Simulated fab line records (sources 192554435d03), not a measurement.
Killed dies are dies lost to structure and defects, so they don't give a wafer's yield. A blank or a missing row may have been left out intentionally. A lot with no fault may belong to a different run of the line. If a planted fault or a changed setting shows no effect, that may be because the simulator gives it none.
fab line records | flow n5Finfet
record lots=11 wafers=32 lastDay=20
route steps=1938 shown BEOL_M5@1186 BEOL_M6@1194 PASSIVATION@1936
lots that met no fault: taken from a fault-free run of the same line
startH: start of the lot's first displayed wafer, in hours after the record's first day | waitH: hours from the lot's prior step to this one | " same as the row above | L1.1+2: several wafers, shown together as one row | - no value, or no start was given | * or withheld: withheld | < > ~ a bound
route shown NAME@n: NAME is a module with steps in the file, n the number in the route of the first one | usual: average and standard deviation across the fault-free wafers | same: alike in all rows | chamber/n: place in a boat | sites: each site's reading | _std_site: standard deviation across them | _edge_site: the outer-site mean with the inner-site mean subtracted | radiusMm: how far each site lies from the wafer's centre | mask NAME#n: copy n | behind: the most recent tool/chamber to have shaped the wafer | hold: what put the lot on hold/how long, in hours/how the hold closed | device: the transistor (n, p or np) that didn't switch | end of line: the tests these same wafers got at the end of their route | a step given without rows: its recipe and nothing more | killed: dies lost to structure and defects at the first sort, not the wafer's yield | map: per-die view of a wafer (x killed, . not killed, _ where there is no die)
set.NAME: the run value of the setting; set.NAME@STEP: its run value at that earlier step | model.NAME: the simulator's own value behind a step, which no gauge read
a sample of lots followed through the steps of the route, with each step as a table and each wafer as a row
services: the hour from which a tool's chamber was out of use, counted from the record's first day as startH (under 0 if before that day), plus the number of hours and why
## steps
# step N5_BEOL_M5_CMP_52
# recipe stopOn=SiCOH_lowk tOverpolishS=6.9 downForcePsi=1 platenRpm=50 clearingPlatenDownForcePsi=1.5 clearingPlatenRpm=50 postCmpClean=cuAlkaline targetThkNm=62 clearingPlatenPadVelocityMS=0.99484 padVelocityMS=0.99484
# usual barrierFieldEndpointS=24.6/0.58 edgeZonePressureFrac=1.000/0.0048 motorCurrentA=6.0/0.53 overpolishRunS=6.901/0.0094 timeToEndpointS=63.4/2.7
# same tOverpolishS=6.9
# columns lot.wafer tool chamber startH waitH barrierFieldEndpointS edgeZonePressureFrac motorCurrentA overpolishRunS timeToEndpointS
L559.1 cmp-02 2 219.39 0.3 24.8 0.998 6.1 6.892 66.2
L559.2 " 0 " " 24.6 1.005 5.9 6.903 67.2
L559.5 " 2 " " 24.8 0.999 6.0 6.896 65.0
L561.3 cmp-03 1 229.30 0.2 25.3 1.001 5.2 6.906 62.7
L561.2 " 3 " " 24.9 1.001 6.6 6.897 64.2
L561.5 " 1 " " 25.5 0.991 5.4 6.909 65.3
L562.4 cmp-04 3 251.87 0.1 23.8 0.998 6.2 6.906 58.6
L562.1 " 2 " " 24.3 1.007 6.1 6.885 63.2
L562.5 " 3 " " 24.5 1.007 6.1 6.887 58.6
L563.1 cmp-03 3 254.76 0.4 23.5 1.001 6.8 6.898 61.7
L563.6 " 0 " " 24.8 1.006 5.9 6.901 67.0
L563.5 " 1 " " 24.8 1.004 5.2 6.913 65.5
L565.1 cmp-04 0 257.86 0.3 24.1 1.003 5.5 6.895 62.9
L565.5 " 0 " " 24.8 1.001 5.9 6.887 63.9
L565.6 " 1 " " 25.2 1.002 6.8 6.896 62.3
L566.4 cmp-03 0 264.13 0.2 24.8 0.996 5.9 6.887 66.5
L566.6 " 1 " " 24.3 1.007 5.3 6.899 63.8
L566.5 " 2 " " 24.6 1.008 7.3 6.904 63.0
L567.4 cmp-02 3 280.54 0.1 25.8 1.001 6.0 6.898 64.4
L567.2 " 2 " " 24.8 1.004 5.8 6.891 66.4
L567.5 " 0 " " 26.9 1.001 6.0 6.900 66.4
L574.3 cmp-02 0 299.77 0.2 26.1 0.997 6.1 6.913 66.8
L574.4 " 1 " " 25.0 1.009 5.4 6.903 62.3
L574.1 " 2 " " 25.0 1.008 6.2 6.888 63.1
L570.3 cmp-04 1 307.39 0.4 24.3 0.998 6.6 6.896 65.8
L570.5 " 2 " " 24.7 0.994 6.0 6.896 64.2
L578.1 cmp-04 2 316.81 0.3 25.0 0.999 6.1 6.919 70.2
L578.4 " 0 " " 24.8 0.998 5.6 6.909 66.1
L578.5 " 1 " " 25.3 1.001 6.6 6.896 68.3
L582.1 cmp-03 1 377.84 0.5 24.9 0.996 5.2 6.894 67.1
L582.2 " 0 " " 24.8 0.998 6.0 6.896 67.0
L582.6 " 2 " " 24.4 1.008 6.8 6.911 65.3
# step N5_BEOL_M5_PRE_CLEAN_77
# recipe gas=NH3/H2 timeS=15 tempC=* rfPowerW=300
# usual heaterPowerW=87/14
# columns lot.wafer tool chamber startH waitH heaterPowerW
L559.1 cvdCo-01 1 219.72 0.0 116
L559.2 " 0 " " 85
L559.5 " 0 " " 84
L561.2 cvdCo-02 2 229.60 0.0 91
L561.3 " 1 " " 64
L561.5 " 2 " " 91
L562.1 cvdCo-02 2 252.20 0.0 91
L562.4 " 2 " " 92
L562.5 " 1 " " 64
L563.1 cvdCo-01 1 254.98 0.0 112
L563.5 " 1 " " 116
L563.6 " 2 " " 83
L565.1 cvdCo-01 1 258.27 0.1 113
L565.5 " 0 " " 86
L565.6 " 1 " " 118
L566.4 cvdCo-01 0 264.37 0.1 85
L566.5 " 1 " " 116
L566.6 " 2 " " 83
L567.2 cvdCo-02 1 280.87 0.0 65
L567.4 " 0 " " 90
L567.5 " 1 " " 65
L574.1 cvdCo-01 1 300.10 0.0 116
L574.3 " 0 " " 87
L574.4 " 0 " " 86
L570.3 cvdCo-01 0 307.61 0.0 85
L570.5 " 1 " " 117
L578.1 cvdCo-02 1 317.10 0.0 67
L578.4 " 2 " " 92
L578.5 " 0 " " 90
L582.1 cvdCo-01 2 378.18 0.0 85
L582.2 " 0 " " 87
L582.6 " 1 " " 104
# step N5_BEOL_M5_DEP_56
# recipe material=SiCN targetThkA=80 tempC=withheld precursor=3MS/NH3 pressureTorr=3 rfW=202 timeS=14
# usual showerheadPlenumPTorr=3.656/0.014 showerheadVppV=905/54 throttleValvePct=9.1/0.59
# columns lot.wafer tool chamber startH waitH showerheadPlenumPTorr showerheadVppV throttleValvePct
L559.1 pecvd-03 1 219.89 0.0 3.637 878 9.6
L559.2 " 0 " " 3.666 828 9.2
L559.5 " 1 " " 3.651 868 9.5
L561.2 pecvd-03 1 229.76 0.0 3.633 865 9.3
L561.3 " 1 " " 3.651 863 9.2
L561.5 " 0 " " 3.655 841 9.3
L562.1 pecvd-04 2 252.35 0.0 3.680 973 8.0
L562.4 " 1 " " 3.634 980 9.0
L562.5 " 2 " " 3.662 937 8.0
L563.1 pecvd-04 1 255.13 0.0 3.638 1013 9.0
L563.5 " 1 " " 3.635 994 9.1
L563.6 " 0 " " 3.646 920 8.9
L565.1 pecvd-03 1 258.43 0.0 3.651 857 9.4
L565.5 " 0 " " 3.656 844 9.3
L565.6 " 2 " " 3.645 888 8.5
L566.4 pecvd-04 2 264.54 0.0 3.678 929 7.9
L566.5 " 0 " " 3.663 896 9.2
L566.6 " 1 " " 3.637 1024 9.1
L567.2 pecvd-03 2 281.04 0.0 3.644 896 8.4
L567.4 " 1 " " 3.657 868 9.5
L567.5 " 2 " " 3.635 905 8.3
L574.1 pecvd-04 0 300.26 0.0 3.650 903 8.8
L574.3 " 2 " " 3.674 946 8.1
L574.4 " 1 " " 3.648 998 8.9
L570.3 pecvd-01 2 307.76 0.0 3.685 879 8.5
L570.5 " 0 " " 3.638 950 9.6
L578.1 pecvd-01 0 317.26 0.0 3.647 945 9.5
L578.4 " 0 " " 3.646 954 9.5
L578.5 " 1 " " 3.679 864 10.3
L582.1 pecvd-04 2 378.33 0.0 3.667 914 8.2
L582.2 " 1 " " 3.637 1005 9.0
L582.6 " 0 " " 3.661 906 9.1
# step N5_BEOL_M6_ILD_DEP_00
# recipe material=SiCOH_lowk targetThkA=1797.5 tempC=300 precursor=DEMS/porogen pressureTorr=5 rfW=500 timeS=33.4
# usual heaterPowerW=324/43 showerheadPlenumPTorr=5.733/0.019 showerheadVppV=1440/81 throttleValvePct=13.7/0.89
# columns lot.wafer tool chamber startH waitH heaterPowerW showerheadPlenumPTorr showerheadVppV throttleValvePct
L559.1 pecvd-04 0 220.03 0.0 358 5.737 1432 13.9
L559.2 " 1 " " 300 5.690 1565 14.0
L559.5 " 0 " " 356 5.735 1415 14.0
L561.2 pecvd-01 0 229.91 0.0 278 5.714 1505 14.4
L561.3 " 1 " " 408 5.747 1340 15.5
L561.5 " 1 " " 412 5.762 1363 15.8
L562.1 pecvd-01 2 252.48 0.0 284 5.747 1398 12.7
L562.4 " 1 " " 413 5.740 1352 15.9
L562.5 " 2 " " 301 5.756 1380 12.8
L563.1 pecvd-04 2 255.26 0.0 316 5.749 1456 12.3
L563.5 " 2 " " 320 5.737 1498 12.3
L563.6 " 0 " " 358 5.743 1407 13.6
L565.1 pecvd-02 2 258.56 0.0 334 5.728 1367 13.4
L565.5 " 2 " " 347 5.719 1353 13.8
L565.6 " 0 " " 315 5.722 1409 14.1
L566.4 pecvd-02 1 264.68 0.1 284 5.751 1309 14.1
L566.5 " 0 " " 305 5.704 1399 13.7
L566.6 " 2 " " 369 5.713 1382 13.9
L567.2 pecvd-04 2 281.17 0.0 250 5.754 1485 12.3
L567.4 " 0 " " 361 5.744 1437 14.1
L567.5 " 2 " " 266 5.749 1496 12.4
L574.1 pecvd-04 0 300.39 0.0 356 5.736 1424 13.9
L574.3 " 1 " " 342 5.699 1568 14.1
L574.4 " 0 " " 355 5.736 1406 14.0
L570.3 pecvd-04 2 307.91 0.0 276 5.736 1449 12.6
L570.5 " 1 " " 324 5.720 1584 14.0
L578.1 pecvd-01 2 317.39 0.0 316 5.745 1391 13.0
L578.4 " 0 " " 263 5.717 1481 14.7
L578.5 " 1 " " 436 5.743 1356 15.9
L582.1 pecvd-02 0 378.46 0.0 285 5.713 1376 13.8
L582.2 " 1 " " 248 5.767 1298 14.0
L582.6 " 2 " " 296 5.722 1371 13.9
# step N5_BEOL_M6_THK_MEAS_01
# recipe reads=SiCOH_lowk_of_BEOL_M6_ILD_DEP_00
# usual M6_ILD_THK=155.1/1.8
# columns lot.wafer tool chamber startH waitH M6_ILD_THK[nm]
L559.1 filmMetro-01 - 220.61 0.4 152.6
L559.2 " - " " 154.3
L559.5 " - " " 154.8
L561.2 filmMetro-02 - 230.51 0.4 154.2
L561.3 " - " " 154.6
L561.5 " - " " 157.8
L562.1 filmMetro-01 - 253.06 0.4 151.5
L562.4 " - " " 154.7
L562.5 " - " " 154.4
L563.1 filmMetro-02 - 255.84 0.4 154.9
L563.5 " - " " 154.2
L563.6 " - " " 154.9
L565.1 filmMetro-02 - 259.13 0.4 153.4
L565.5 " - " " 158.3
L565.6 " - " " 159.0
L566.4 filmMetro-01 - 265.71 0.4 157.9
L566.5 " - " " 155.7
L566.6 " - " " 157.7
L567.2 filmMetro-02 - 282.14 0.4 152.1
L567.4 " - " " 157.3
L567.5 " - " " 154.6
L574.1 filmMetro-01 - 300.97 0.4 106.7
L574.3 " - " " 155.8
L574.4 " - " " 153.6
L570.3 filmMetro-01 - 308.50 0.3 155.1
L570.5 " - " " 112.7
L578.1 filmMetro-02 - 317.97 0.4 155.8
L578.4 " - " " 156.6
L578.5 " - " " 158.0
L582.1 filmMetro-02 - 379.04 0.4 154.6
L582.2 " - " " 154.6
L582.6 " - " " 156.3
# step N5_PASSIVATION_PROBE_49
# usual defectLimitedYield=91.1/1.4 killed_at_M0_to_M3=34/10 killed_at_M4_up=14/5.5 killedAtContacts=12/5.1 killedAtFrontEnd=41/12 killedAtOther=4/3.1 killedDies=105/17 killedOpen=70/13 killedShort=33/7.6 sort_bin_5_function=5.3/0.98 sort_bin_6_memory=3.3/0.67 sortNPass=1075/17 sortYieldPct=91.1/1.4
# same grossDies=1180 killedAtBackSide=0 sort_bin_4_leakage[%]=0 sort_bin_8_speed[%]=0
# columns lot.wafer tool chamber startH waitH defectLimitedYield[%] killed_at_M0_to_M3 killed_at_M4_up killedAtContacts killedAtFrontEnd killedAtOther killedDies killedOpen killedShort sort_bin_5_function[%] sort_bin_6_memory[%] sortNPass sortYieldPct[%]
L559.1 prober-01 - 325.31 0.0 88.7 46 16 12 57 2 133 82 49 6.5 4.4 1047 88.7
L559.2 prober-01 - 325.36 0.1 89.8 48 6 16 50 0 120 78 39 6.3 3.6 1060 89.8
L559.5 prober-01 - 325.51 0.2 89.9 55 8 10 42 4 119 69 50 5.5 4.0 1061 89.9
L561.2 prober-01 - 326.13 0.1 90.9 27 21 12 43 4 107 67 37 5.5 3.2 1073 90.9
L561.3 prober-01 - 326.18 0.1 92.5 28 20 9 29 2 88 61 27 4.0 3.1 1092 92.5
L561.5 prober-01 - 326.28 0.2 94.4 20 14 6 26 0 66 43 20 3.8 1.7 1114 94.4
L562.1 prober-02 - 341.24 0.0 88.6 30 11 10 79 5 135 93 41 6.9 4.2 1045 88.6
L562.4 prober-02 - 341.39 0.2 91.4 36 8 11 42 4 101 66 35 4.3 3.9 1079 91.4
L562.5 prober-02 - 341.44 0.2 90.1 33 15 13 54 2 117 82 32 5.5 4.1 1063 90.1
L563.1 prober-01 - 345.22 0.0 90.9 21 8 15 57 6 107 71 34 5.0 3.6 1073 90.9
L563.5 prober-01 - 345.42 0.2 89.5 38 12 5 60 9 124 81 38 6.4 3.9 1056 89.5
L563.6 prober-01 - 345.47 0.3 90.5 45 14 4 44 5 112 75 33 5.4 3.8 1068 90.5
L565.1 prober-01 - 348.89 0.0 90.3 22 18 16 55 4 115 87 28 5.9 3.5 1065 90.3
L565.5 prober-01 - 349.09 0.2 91.9 25 11 15 43 2 96 76 19 4.7 3.3 1084 91.9
L565.6 prober-01 - 349.14 0.3 91.1 25 13 20 46 1 105 69 35 5.2 3.5 1075 91.1
L566.4 prober-01 - 353.10 0.2 90.4 28 32 11 41 1 113 82 31 5.8 3.5 1067 90.4
L566.5 prober-01 - 353.15 0.2 90.8 28 17 11 46 6 108 76 32 5.4 3.6 1072 90.8
L566.6 prober-01 - 353.20 0.3 90.3 29 22 13 48 2 114 84 30 6.4 3.1 1066 90.3
L567.2 prober-02 - 373.10 0.1 93.6 21 25 4 26 0 76 45 30 3.6 2.8 1104 93.6
L567.4 prober-02 - 373.20 0.2 92.3 17 15 17 39 3 91 61 27 3.9 3.5 1089 92.3
L567.5 prober-02 - 373.25 0.2 93.7 18 10 15 31 0 74 54 18 4.1 1.9 1106 93.7
L574.1 prober-02 - 392.69 0.0 88.7 45 33 10 44 1 133 74 30 5.4 3.2 1047 88.7
L574.3 prober-02 - 392.79 0.1 91.9 19 20 11 45 0 95 61 32 5.0 2.9 1085 91.9
L574.4 prober-02 - 392.84 0.2 91.4 31 11 21 37 1 101 72 28 4.6 3.6 1079 91.4
L570.3 prober-02 - 408.02 0.1 89.8 37 21 10 47 5 120 76 44 5.7 4.1 1060 89.8
L570.5 prober-02 - 408.12 0.2 89.8 43 12 9 46 10 120 92 28 6.2 3.7 1060 89.8
L578.1 prober-01 - 411.87 0.0 89.8 25 15 26 46 8 120 90 30 6.4 3.5 1060 89.8
L578.4 prober-01 - 412.02 0.2 91.1 30 13 9 48 5 105 70 35 4.8 3.9 1075 91.1
L578.5 prober-01 - 412.07 0.2 90.8 37 10 12 48 2 109 71 37 5.3 3.5 1071 90.8
L582.1 prober-01 - 476.58 0.0 90.7 47 17 11 35 0 110 70 39 5.3 3.6 1070 90.7
L582.2 prober-01 - 476.63 0.1 89.7 45 18 12 45 1 121 81 40 5.5 4.6 1059 89.7
L582.6 prober-01 - 476.83 0.3 91.5 34 17 11 38 0 100 64 36 4.9 3.4 1080 91.5
# killed by level:class
L559.1 BEOL_M0_SAQP:geometricParticle:short=15 STI_FIN_REVEAL:geometricParticle:open=14 FIN_SAQP:geometricParticle:open=13 MOL_CONTACT_COAG:geometricParticle:open=10 FIN_SAQP:geometricParticle:short=8 BEOL_M2:geometricParticle:open=8 STI_FIN_REVEAL:geometricParticle:short=8 BEOL_M4:geometricParticle:open=8
L559.2 STI_FIN_REVEAL:geometricParticle:open=14 BEOL_M1:geometricParticle:open=14 MOL_CONTACT_COAG:geometricParticle:open=11 BEOL_M0:geometricParticle:open=10 BEOL_M0_SAQP:geometricParticle:short=9 GATE_CUT:geometricParticle:short=7 FIN_SAQP:geometricParticle:open=6 BEOL_M0_SAQP:geometricParticle:open=5
L559.5 BEOL_M0_SAQP:geometricParticle:short=16 FIN_SAQP:geometricParticle:short=14 BEOL_M3:geometricParticle:open=10 BEOL_M1:geometricParticle:open=9 STI_FIN_REVEAL:geometricParticle:open=8 MOL_CONTACT_COAG:geometricParticle:open=8 BEOL_M0_SAQP:geometricParticle:open=7 FIN_SAQP:geometricParticle:open=5
L561.2 FIN_SAQP:geometricParticle:open=15 MOL_CONTACT_COAG:geometricParticle:open=9 FIN_SAQP:geometricParticle:short=8 BEOL_M0_SAQP:geometricParticle:short=6 BEOL_M0_SAQP:geometricParticle:open=5 BEOL_M4:geometricParticle:open=5 BEOL_M2:geometricParticle:open=4 STARTING-WAFER:geometricParticle:short=4
L561.3 BEOL_M0_SAQP:geometricParticle:open=12 FIN_SAQP:geometricParticle:open=8 STI_FIN_REVEAL:geometricParticle:open=8 BEOL_M4:geometricParticle:open=8 FIN_SAQP:geometricParticle:short=6 BEOL_M2:geometricParticle:open=6 MOL_CONTACT_COAG:geometricParticle:open=5 BEOL_M0_SAQP:geometricParticle:short=5
L561.5 BEOL_M3:geometricParticle:open=6 SPACER0:geometricParticle:open=5 MOL_CONTACT_COAG:geometricParticle:open=5 BEOL_M0_SAQP:geometricParticle:open=5 BEOL_M4:geometricParticle:open=4 FIN_SAQP:geometricParticle:open=3 SPACER0:geometricParticle:short=3 ILD0:geometricParticle:open=3
L562.1 FIN_SAQP:geometricParticle:open=22 STI_FIN_REVEAL:geometricParticle:open=18 MOL_CONTACT_COAG:geometricParticle:open=9 BEOL_M0_SAQP:geometricParticle:open=8 FIN_SAQP:geometricParticle:short=7 SPACER0:geometricParticle:short=7 BEOL_M2:geometricParticle:open=7 GATE_CUT:geometricParticle:short=6
L562.4 DUMMY_GATE:geometricParticle:open=10 BEOL_M0_SAQP:geometricParticle:short=9 BEOL_M3:geometricParticle:open=9 MOL_CONTACT_COAG:geometricParticle:open=8 BEOL_M2:geometricParticle:open=7 BEOL_M0_SAQP:geometricParticle:open=6 GATE_CUT:geometricParticle:short=5 FIN_SAQP:geometricParticle:open=4
L562.5 BEOL_M2:geometricParticle:open=14 MOL_CONTACT_COAG:geometricParticle:open=12 STI_FIN_REVEAL:geometricParticle:open=10 DUMMY_GATE:geometricParticle:open=10 FIN_SAQP:geometricParticle:open=9 FIN_SAQP:geometricParticle:short=7 BEOL_M0_SAQP:geometricParticle:short=5 BEOL_M4:geometricParticle:short=5
L563.1 STI_FIN_REVEAL:geometricParticle:open=13 MOL_CONTACT_COAG:geometricParticle:open=13 FIN_SAQP:geometricParticle:short=12 DUMMY_GATE:geometricParticle:open=10 FIN_SAQP:geometricParticle:open=7 BEOL_M1:geometricParticle:open=6 BEOL_M0_SAQP:geometricParticle:open=4 ILD0:geometricParticle:short=3
L563.5 BEOL_M0_SAQP:geometricParticle:open=15 FIN_SAQP:geometricParticle:open=12 STI_FIN_REVEAL:geometricParticle:open=10 FIN_SAQP:geometricParticle:short=8 BEOL_M0_SAQP:geometricParticle:short=8 BEOL_M2:geometricParticle:open=6 GATE_CUT:geometricParticle:open=4 BEOL_M3:geometricParticle:open=4
L563.6 FIN_SAQP:geometricParticle:open=17 FIN_SAQP:geometricParticle:short=8 BEOL_M1:geometricParticle:open=8 BEOL_M2:geometricParticle:open=8 BEOL_M0_SAQP:geometricParticle:short=7 BEOL_M0_SAQP:geometricParticle:open=6 STI_FIN_REVEAL:geometricParticle:open=5 BEOL_M1:geometricParticle:short=5
L565.1 STI_FIN_REVEAL:geometricParticle:open=26 MOL_CONTACT_COAG:geometricParticle:open=12 BEOL_M4:geometricParticle:open=8 DUMMY_GATE:geometricParticle:open=7 STI_FIN_REVEAL:geometricParticle:short=5 BEOL_M0:geometricParticle:open=5 BEOL_M2:geometricParticle:open=5 MOL_CONTACT_COAG:geometricParticle:short=4
L565.5 STI_FIN_REVEAL:geometricParticle:open=23 MOL_CONTACT_COAG:geometricParticle:open=12 BEOL_M0:geometricParticle:open=8 FIN_SAQP:geometricParticle:open=6 FIN_SAQP:geometricParticle:short=4 BEOL_M6:geometricParticle:open=4 BEOL_M1:geometricParticle:open=4 BEOL_M2:geometricParticle:open=4
L565.6 MOL_CONTACT_COAG:geometricParticle:open=18 STI_FIN_REVEAL:geometricParticle:open=10 FIN_SAQP:geometricParticle:open=7 BEOL_M0:geometricParticle:open=7 BEOL_M3:geometricParticle:open=7 FIN_SAQP:geometricParticle:short=6 STI_FIN_REVEAL:geometricParticle:short=6 GATE_CUT:geometricParticle:short=5
L566.4 STI_FIN_REVEAL:geometricParticle:open=18 BEOL_M4:geometricParticle:open=18 BEOL_M2:geometricParticle:open=11 MOL_CONTACT_COAG:geometricParticle:open=9 BEOL_M4:geometricParticle:short=7 BEOL_M3:geometricParticle:open=6 STI_FIN_REVEAL:geometricParticle:short=4 GATE_CUT:geometricParticle:open=4
L566.5 FIN_SAQP:geometricParticle:open=10 STI_FIN_REVEAL:geometricParticle:open=10 MOL_CONTACT_COAG:geometricParticle:open=10 BEOL_M4:geometricParticle:open=10 DUMMY_GATE:geometricParticle:open=7 FIN_SAQP:geometricParticle:short=6 BEOL_M0_SAQP:geometricParticle:short=5 BEOL_M1:geometricParticle:open=5
L566.6 STI_FIN_REVEAL:geometricParticle:open=15 BEOL_M4:geometricParticle:open=10 MOL_CONTACT_COAG:geometricParticle:open=10 BEOL_M2:geometricParticle:open=9 FIN_SAQP:geometricParticle:open=6 FIN_SAQP:geometricParticle:short=5 BEOL_M0_SAQP:geometricParticle:open=5 BEOL_M1:geometricParticle:open=5
L567.2 BEOL_M4:geometricParticle:open=8 STI_FIN_REVEAL:geometricParticle:open=6 BEOL_M0_SAQP:geometricParticle:short=6 BEOL_M0_SAQP:geometricParticle:open=4 BEOL_M4:geometricParticle:short=4 BEOL_M8:geometricParticle:open=4 MOL_CONTACT_COAG:geometricParticle:open=3 BEOL_M1:geometricParticle:open=3
L567.4 MOL_CONTACT_COAG:geometricParticle:open=14 BEOL_M4:geometricParticle:open=10 GATE_CUT:geometricParticle:short=9 BEOL_M3:geometricParticle:open=6 GATE_CUT:geometricParticle:open=5 BEOL_M0_SAQP:geometricParticle:open=5 STI_FIN_REVEAL:geometricParticle:open=4 ILD0:geometricParticle:short=4
L567.5 MOL_CONTACT_COAG:geometricParticle:open=14 STI_FIN_REVEAL:geometricParticle:open=13 BEOL_M1:geometricParticle:open=8 GATE_CUT:geometricParticle:short=5 BEOL_M0_SAQP:geometricParticle:open=4 BEOL_M3:geometricParticle:short=3 BEOL_M5:geometricParticle:short=3 BEOL_M5:geometricParticle:open=3
L574.1 BEOL_M6:areaDep=27 STI_FIN_REVEAL:geometricParticle:open=13 BEOL_M0_SAQP:geometricParticle:open=11 MOL_CONTACT_COAG:geometricParticle:open=9 BEOL_M2:geometricParticle:open=9 BEOL_M0_SAQP:geometricParticle:short=8 DUMMY_GATE:geometricParticle:open=6 FIN_SAQP:geometricParticle:open=5
L574.3 STI_FIN_REVEAL:geometricParticle:open=10 MOL_CONTACT_COAG:geometricParticle:open=10 FIN_SAQP:geometricParticle:short=7 STI_FIN_REVEAL:geometricParticle:short=6 BEOL_M0_SAQP:geometricParticle:short=6 BEOL_M1:geometricParticle:open=6 BEOL_M4:geometricParticle:open=6 BEOL_M4:geometricParticle:short=6
L574.4 MOL_CONTACT_COAG:geometricParticle:open=18 STI_FIN_REVEAL:geometricParticle:open=15 FIN_SAQP:geometricParticle:open=7 BEOL_M3:geometricParticle:open=6 BEOL_M0_SAQP:geometricParticle:open=5 BEOL_M2:geometricParticle:open=5 STI_FIN_REVEAL:geometricParticle:short=4 BEOL_M1:geometricParticle:open=4
L570.3 FIN_SAQP:geometricParticle:short=14 BEOL_M4:geometricParticle:open=13 BEOL_M3:geometricParticle:open=10 GATE_CUT:geometricParticle:short=9 MOL_CONTACT_COAG:geometricParticle:open=9 STI_FIN_REVEAL:geometricParticle:open=7 BEOL_M0_SAQP:geometricParticle:short=7 FIN_SAQP:geometricParticle:open=6
L570.5 STI_FIN_REVEAL:geometricParticle:open=15 BEOL_M2:geometricParticle:open=14 MOL_CONTACT_COAG:geometricParticle:open=9 BEOL_M4:geometricParticle:open=8 DUMMY_GATE:geometricParticle:open=7 BEOL_M0_SAQP:geometricParticle:short=7 BEOL_M0_SAQP:geometricParticle:open=7 BEOL_M3:geometricParticle:open=6
L578.1 MOL_CONTACT_COAG:geometricParticle:open=20 FIN_SAQP:geometricParticle:open=14 BEOL_M4:geometricParticle:open=11 BEOL_M3:geometricParticle:open=8 FIN_SAQP:geometricParticle:short=6 MOL_CONTACT_COAG:geometricParticle:short=6 BEOL_M1:geometricParticle:open=6 BEOL_M0_SAQP:geometricParticle:open=5
L578.4 FIN_SAQP:geometricParticle:open=9 MOL_CONTACT_COAG:geometricParticle:open=8 BEOL_M0_SAQP:geometricParticle:short=8 FIN_SAQP:geometricParticle:short=7 STI_FIN_REVEAL:geometricParticle:open=7 GATE_CUT:geometricParticle:open=7 BEOL_M0_SAQP:geometricParticle:open=6 BEOL_M2:geometricParticle:open=6
L578.5 STI_FIN_REVEAL:geometricParticle:open=10 BEOL_M1:geometricParticle:open=9 BEOL_M3:geometricParticle:open=9 MOL_CONTACT_COAG:geometricParticle:open=8 FIN_SAQP:geometricParticle:short=7 FIN_SAQP:geometricParticle:open=6 SPACER0:geometricParticle:open=6 BEOL_M0_SAQP:geometricParticle:short=5
L582.1 BEOL_M0_SAQP:geometricParticle:open=16 MOL_CONTACT_COAG:geometricParticle:open=10 STI_FIN_REVEAL:geometricParticle:open=9 BEOL_M0_SAQP:geometricParticle:short=8 BEOL_M3:geometricParticle:open=8 BEOL_M4:geometricParticle:open=8 FIN_SAQP:geometricParticle:short=5 BEOL_M2:geometricParticle:short=5
L582.2 FIN_SAQP:geometricParticle:open=14 FIN_SAQP:geometricParticle:short=10 BEOL_M1:geometricParticle:open=10 MOL_CONTACT_COAG:geometricParticle:open=9 BEOL_M2:geometricParticle:open=8 BEOL_M4:geometricParticle:open=7 BEOL_M0_SAQP:geometricParticle:open=7 ILD0:geometricParticle:short=5
L582.6 BEOL_M2:geometricParticle:open=13 MOL_CONTACT_COAG:geometricParticle:open=8 FIN_SAQP:geometricParticle:short=7 DUMMY_GATE:geometricParticle:open=7 FIN_SAQP:geometricParticle:open=5 BEOL_M0_SAQP:geometricParticle:short=5 BEOL_M3:geometricParticle:open=5 BEOL_M4:geometricParticle:open=5
## services
# columns tool chamber startH hours kind
pecvd-01 - 196.17 0.8 repair
cmp-03 - 197.60 14.6 pm
cmp-04 - 201.26 0.6 repair
cmp-02 - 205.55 4.0 pm
cmp-02 - 209.55 3.8 pm
pecvd-04 2 223.93 5.5 scheduledDown
pecvd-02 - 239.97 1.1 repair
cvdCo-01 - 242.98 0.6 repair
pecvd-04 1 245.84 3.8 repair
cmp-04 - 271.62 3.2 repair
cmp-03 - 279.02 0.5 repair
cvdCo-01 1 282.41 1.9 repair
pecvd-01 - 290.28 14.6 pm
pecvd-03 2 295.39 5.9 repair
cmp-03 - 306.25 2.1 repair
cmp-04 - 312.23 2.6 repair
pecvd-03 - 322.59 2.8 pm
cmp-04 - 325.66 4.0 pm
cvdCo-01 - 336.36 8.9 repair
cmp-03 - 342.02 4.0 pm
cvdCo-02 - 352.07 4.3 pm
cmp-04 - 356.73 0.9 repair
pecvd-03 1 367.19 6.5 repair
pecvd-02 - 370.57 2.9 repair
## key
firstSign step=N5_BEOL_M6_THK_MEAS_01 reading=M6_ILD_THK direction=down sigmas=25 usual=155.1 struck=109.7
effect none on later readings
metAt N5_BEOL_M6_ILD_DEP_00
struckLots L570,L574
struckWafers L570.5,L574.1
notActingAt N5_BEOL_M5_CMP_52,N5_BEOL_M5_PRE_CLEAN_77,N5_BEOL_M5_DEP_56
onsetBetween 281.17 300.39
fault kind=processParameterDrift tool=pecvd-04 chamber=- onsetH=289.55 steps=N5_BEOL_M6_ILD_DEP_00 channel=timeS offset=* shape=step endH=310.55 scope=struckWafersOnly actsIn=* stated=*
